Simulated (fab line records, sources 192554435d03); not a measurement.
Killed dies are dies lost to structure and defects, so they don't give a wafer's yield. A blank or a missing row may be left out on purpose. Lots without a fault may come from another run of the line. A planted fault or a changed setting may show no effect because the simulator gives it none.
Which tool did it? | flow n5_finfet | 11 lots, 33 wafers sampled, at 1 step of a route of 1938

WHAT THE GAUGES READ, wafer by wafer
N5_BEOL_M15_INSPECT_30: inspects for defects (macro).
lot  | measured     | on                | raw_defect_count
L400 | day 11 15:00 | defect_inspect-02 | 1 2 2
L403 | day 11 15:49 | defect_inspect-01 | 3 4 3
L402 | day 11 19:07 | defect_inspect-01 | 1 3 2
L407 | day 13 00:04 | defect_inspect-01 | 2 2 2
L409 | day 13 07:13 | defect_inspect-02 | 2 3 2
L415 | day 15 10:15 | defect_inspect-01 | 1 0 3
L417 | day 15 20:10 | defect_inspect-01 | 1 4 3
L420 | day 16 12:39 | defect_inspect-01 | 3 3 2
L418 | day 16 13:02 | defect_inspect-02 | 4 2 3
L421 | day 16 17:10 | defect_inspect-02 | 1 0 1
L422 | day 17 02:06 | defect_inspect-02 | 2 4 2

WHICH TOOL RAN EACH LOT (tool, then ch and the chambers of the sampled wafers, then the start)
The record holds no process step before these readings.

THE ANSWER, worked out from the rows above alone
Rule: what is usual is taken from the lots themselves. Put in order of their means at a reading, lots are off if they are a third of the lots or fewer, leave a main group of 4 or more, and stand apart from it by a gap of 3 or more times the standard deviation of the main group's means; of several such gaps the widest counts. A main group whose means are all the same, to the digits that the tables above print for the reading, isn't used. A lot without any number at a reading at which 4 lots or more have one is off too. The other lots that the step has rows for count as sound.
No lot is off at any reading shown: from this, nothing can be told.

WHAT THE SIMULATOR HAD PUT IN
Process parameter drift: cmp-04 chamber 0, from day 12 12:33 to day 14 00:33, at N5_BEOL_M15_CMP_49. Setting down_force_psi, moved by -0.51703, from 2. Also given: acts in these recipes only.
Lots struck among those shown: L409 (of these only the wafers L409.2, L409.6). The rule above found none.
